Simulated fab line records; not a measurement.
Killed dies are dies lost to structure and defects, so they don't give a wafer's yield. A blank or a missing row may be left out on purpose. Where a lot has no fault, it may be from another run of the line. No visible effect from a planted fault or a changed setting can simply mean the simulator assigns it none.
The tool behind it: which one? -- flow n5-finfet -- Sampling: 9 lots, 25 wafers, 5 of 1938 route steps

## WHAT THE GAUGES SHOWED, per wafer
N5_BEOL_M4_CD_MEAS_28: target cd 26.2 nm, target cd y 24.1 nm. Usual: cd-nm reads 26.19 nm (standard deviation 0.22).
lot,measured,on,cd-nm (nm),flag
L213,day 9 11:18,cd-sem-03,26.15 26.56 26.23,
L214,day 10 05:17,cd-sem-03,26.44 26.41 26.25,
L218,day 10 14:39,cd-sem-03,26.57 26.48 26.74,
L222,day 12 12:15,cd-sem-02,25.89 26.03 26.09,
L219,day 12 19:44,cd-sem-02,26.40 25.95 26.21,
L221,day 12 22:11,cd-sem-03,26.08 25.69,
L223,day 13 00:23,cd-sem-01,26.28 26.27,
L226,day 13 12:40,cd-sem-02,26.04 25.92 26.36,
L228,day 14 13:18,cd-sem-03,26.06 26.13 26.35,

N5_BEOL_M4_RC_MEAS_101. Usual: DIBL_N 36.6 mV/V, standard deviation 1.3; DIBL_P 36.4 mV/V, standard deviation 1.4; IOFF_N 0.167 nA/um, standard deviation 0.023; IOFF_P 0.219 nA/um, standard deviation 0.029; ION_N 678 uA/um, standard deviation 8.7; ION_P 464 uA/um, standard deviation 6.4; SS_N 71.5 mV/dec, standard deviation 0.53; SS_P 73.4 mV/dec, standard deviation 0.57; VT_N 248.5 mV, standard deviation 2.8; VT_P -249 mV, standard deviation 3.1.
lot,measured,on,DIBL_N (mV/V),DIBL_P (mV/V),IOFF_N (nA/um),IOFF_P (nA/um),ION_N (uA/um),ION_P (uA/um),SS_N (mV/dec),SS_P (mV/dec),VT_N (mV),VT_P (mV),flag
L213,day 10 10:31,prober-02,39.2 37.6 38.4,38.2 36.8 37.3,0.191 0.175 0.176,0.240 0.219 0.224,684 681 684,465 464 466,72.3 72.0 72.6,73.7 72.9 73.1,248.0 247.0 248.2,-246 -248 -246,
L214,day 10 17:10,prober-01,36.8 36.2 35.3,37.2 36.7 35.4,0.144 0.149 0.128,0.192 0.185 0.163,676 678 675,460 460 452,71.5 71.3 71.1,73.0 73.2 72.7,251.5 251.0 253.6,-252 -256 -255,
L218,day 11 14:51,prober-01,34.9 34.1 34.5,36.0 34.6 35.8,0.157 0.154 0.158,0.243 0.216 0.238,675 678 681,467 468 472,71.3 71.1 71.1,73.4 72.9 73.4,252.5 248.4 249.7,-242 -246 -247,
L222,day 13 08:50,prober-02,37.3 38.8 37.2,36.1 38.8 35.9,0.187 0.219 0.182,0.241 0.290 0.238,675 681 669,464 468 459,72.4 72.3 72.7,73.5 75.0 73.2,248.6 245.4 246.7,-245 -244 -246,
L219,day 13 02:11,prober-02,35.6 36.8 35.9,34.4 36.1 35.5,0.148 0.175 0.152,0.192 0.229 0.214,673 687 671,458 468 464,70.7 71.4 71.7,73.2 73.6 73.0,250.9 248.2 248.8,-250 -248 -248,
L221,day 13 20:40,prober-01,35.6 36.5,36.9 36.5,0.159 0.169,0.228 0.222,675 670,461 459,70.3 71.2,73.5 73.4,249.4 247.3,-247 -246,
L223,day 14 05:01,prober-01,37.2 36.7,37.2 35.2,0.163 0.151,0.187 0.167,680 675,456 448,72.4 72.3,73.7 73.0,249.8 250.5,-254 -255,
L226,day 14 18:17,prober-01,36.4 37.5 37.3,36.8 38.0 37.8,0.165 0.173 0.172,0.212 0.237 0.228,667 670 668,458 463 461,71.5 71.5 71.3,73.0 73.5 73.2,246.2 247.3 247.1,-250 -248 -251,
L228,day 15 15:37,prober-01,37.1 37.7 36.9,39.1 38.4 38.3,0.171 0.176 0.168,0.247 0.233 0.222,674 675 678,463 465 466,72.1 72.4 71.7,73.3 73.7 73.8,249.8 250.0 252.3,-248 -248 -251,

## WHICH TOOL RAN EACH LOT (tool, then ch and the chambers of the sampled wafers, then the start)
lot,N5_BEOL_M4_STRIP_66,N5_BEOL_M4_DESCUM_33,N5_BEOL_M4_ETCH_69
L213,"rie-diel-04 ch 0,3, day 9 10:46","rie-diel-04 ch 2,3, day 9 11:25","rie-diel-04 ch 2,3, day 9 11:28"
L214,"rie-diel-05 ch 0,1, day 10 04:37","rie-diel-01 ch 0,1,3, day 10 05:25","rie-diel-01 ch 0,1,3, day 10 05:28"
L218,"rie-diel-04 ch 0,2,3, day 10 13:59","rie-diel-04 ch 0,1,3, day 10 14:55","rie-diel-04 ch 0,1,3, day 10 14:58"
L222,"rie-diel-01 ch 2,3, day 12 11:41","rie-diel-01 ch 0,2,3, day 12 12:26","rie-diel-01 ch 0,2,3, day 12 12:29"
L219,"rie-diel-05 ch 0,1,3, day 12 19:04","rie-diel-05 ch 0,2,3, day 12 20:06","rie-diel-05 ch 0,2,3, day 12 20:09"
L221,"rie-diel-01 ch 1,3, day 12 21:30","rie-diel-04 ch 1,3, day 12 22:19","rie-diel-04 ch 1,3, day 12 22:22"
L223,"rie-diel-01 ch 0,2, day 12 23:43","rie-diel-04 ch 0,1, day 13 00:31","rie-diel-04 ch 0,1, day 13 00:34"
L226,"rie-diel-05 ch 0,1,2, day 13 11:58","rie-diel-04 ch 1,2,3, day 13 12:47","rie-diel-04 ch 1,2,3, day 13 12:50"
L228,"rie-diel-04 ch 0,1, day 14 12:43","rie-diel-05 ch 1,2, day 14 13:25","rie-diel-05 ch 1,2, day 14 13:28"
- N5_BEOL_M4_STRIP_66: strips in CF4.
- N5_BEOL_M4_DESCUM_33: chemistry O2, time 7 s.
- N5_BEOL_M4_ETCH_69: etches SiARC in CF4, target depth 15.6 nm, time 26 s.

## AS READ BY THE TOOLS THEMSELVES (means over the sampled wafers that have a number; for cases with no such wafer, the mark the record gives instead)
N5_BEOL_M4_STRIP_66. Usual: drypump-motor-current-A 5.9 A, standard deviation 0.44; oes-product-au 0.80 a.u., standard deviation 0.069; rf-vpp-V 271.3 V, standard deviation 1.2; showerhead-plenum-p-Torr 1.80 Torr, standard deviation 0.045; throttle-valve-pct 13.60 %, standard deviation 0.24.
lot,tool,drypump-motor-current-A (A),oes-product-au (a.u.),rf-vpp-V (V),showerhead-plenum-p-Torr (Torr),throttle-valve-pct (%),flag
L213,rie-diel-04,5.7,0.90,272.1,1.84,13.35,
L214,rie-diel-05,6.0,0.79,273.1,1.85,13.59,
L218,rie-diel-04,5.7,0.82,272.4,1.81,13.54,
L222,rie-diel-01,5.1,0.79,271.2,1.80,13.64,
L219,rie-diel-05,6.1,0.76,270.8,1.80,13.69,
L221,rie-diel-01,5.4,0.72,271.8,1.78,13.88,
L223,rie-diel-01,5.7,0.84,270.1,1.79,13.34,
L226,rie-diel-05,6.1,0.74,272.1,1.83,13.75,
L228,rie-diel-04,6.2,0.84,271.1,1.80,13.37,

N5_BEOL_M4_DESCUM_33. Usual: drypump-motor-current-A 5.8 A, standard deviation 0.47; oes-product-au 0.79 a.u., standard deviation 0.081; rf-vpp-V 243.2 V, standard deviation 1.1; showerhead-plenum-p-Torr 2.10 Torr, standard deviation 0.051; throttle-valve-pct 20.50 %, standard deviation 0.24.
lot,tool,drypump-motor-current-A (A),oes-product-au (a.u.),rf-vpp-V (V),showerhead-plenum-p-Torr (Torr),throttle-valve-pct (%),flag
L213,rie-diel-04,5.5,0.84,243.2,2.11,20.40,
L214,rie-diel-01,5.8,0.78,243.4,2.07,20.60,
L218,rie-diel-04,6.0,0.92,244.0,2.10,20.22,
L222,rie-diel-01,5.6,0.83,243.6,2.08,20.40,
L219,rie-diel-05,5.9,0.76,243.9,2.12,20.69,
L221,rie-diel-04,5.9,0.89,242.6,2.08,20.24,
L223,rie-diel-04,6.2,0.88,243.1,2.08,20.23,
L226,rie-diel-04,5.8,0.80,242.7,2.07,20.41,
L228,rie-diel-05,6.3,0.71,243.3,2.13,20.68,

N5_BEOL_M4_ETCH_69. Usual: bias-w is 35.99 W with standard deviation 0.11, drypump-motor-current-A is 5.8 A with standard deviation 0.47, etch-rf-on-time-s is 26.1 s with standard deviation 0.34, oes-product-au is 0.68 a.u. with standard deviation 0.068, rf-vpp-V is 184.2 V with standard deviation 1, showerhead-plenum-p-Torr is 2.15 Torr with standard deviation 0.05, and throttle-valve-pct is 15.68 % with standard deviation 0.23.
lot,tool,bias-w (W),drypump-motor-current-A (A),etch-rf-on-time-s (s),oes-product-au (a.u.),rf-vpp-V (V),showerhead-plenum-p-Torr (Torr),throttle-valve-pct (%),flag
L213,rie-diel-04,35.96,5.5,25.7,0.72,184.3,2.17,15.63,
L214,rie-diel-01,36.07,5.8,26.0,0.67,184.4,2.12,15.74,
L218,rie-diel-04,35.98,6.0,25.9,0.78,184.0,2.16,15.40,
L222,rie-diel-01,36.10,5.6,26.0,0.71,184.8,2.13,15.57,
L219,rie-diel-05,35.99,5.9,26.4,0.64,184.8,2.16,15.86,
L221,rie-diel-04,36.09,5.8,33.4,0.68,183.9,2.13,15.46,OFF
L223,rie-diel-04,35.91,6.2,32.9,0.68,183.9,2.14,15.39,OFF
L226,rie-diel-04,36.01,5.8,31.1,0.64,183.3,2.13,15.64,OFF
L228,rie-diel-05,35.95,6.2,26.4,0.60,184.2,2.17,15.86,

## THE ANSWER, worked out from the rows above alone
Rule: a lot counts as off when the mean over its wafers that have a number is more than 3 standard deviations away from the usual mean. A lot without any number at a reading at which 4 lots or more have one is off too. Any other lot the step has rows for is counted as sound. Order of review: gauges by route order, followed by the tools' own readings, for which a lot's mean as printed above is used. The first step at which some lot is off is used, and at that step the reading that is off furthest; a lot without a number counts as furthest.
Off, at N5_BEOL_M4_ETCH_69 on etch-rf-on-time-s: L221, L223, L226.
A tool fits if, at that step or a process step before it, it ran every lot that is off, and no sound lot after the first of them. One candidate fits, namely rie-diel-04 at N5_BEOL_M4_DESCUM_33 and N5_BEOL_M4_ETCH_69. At N5_BEOL_M4_DESCUM_33 its last sound lot is L218 (day 10 14:55), its first lot that is off L221 (day 12 22:19): a fault that began between those two fits.

## WHAT THE SIMULATOR HAD INSERTED
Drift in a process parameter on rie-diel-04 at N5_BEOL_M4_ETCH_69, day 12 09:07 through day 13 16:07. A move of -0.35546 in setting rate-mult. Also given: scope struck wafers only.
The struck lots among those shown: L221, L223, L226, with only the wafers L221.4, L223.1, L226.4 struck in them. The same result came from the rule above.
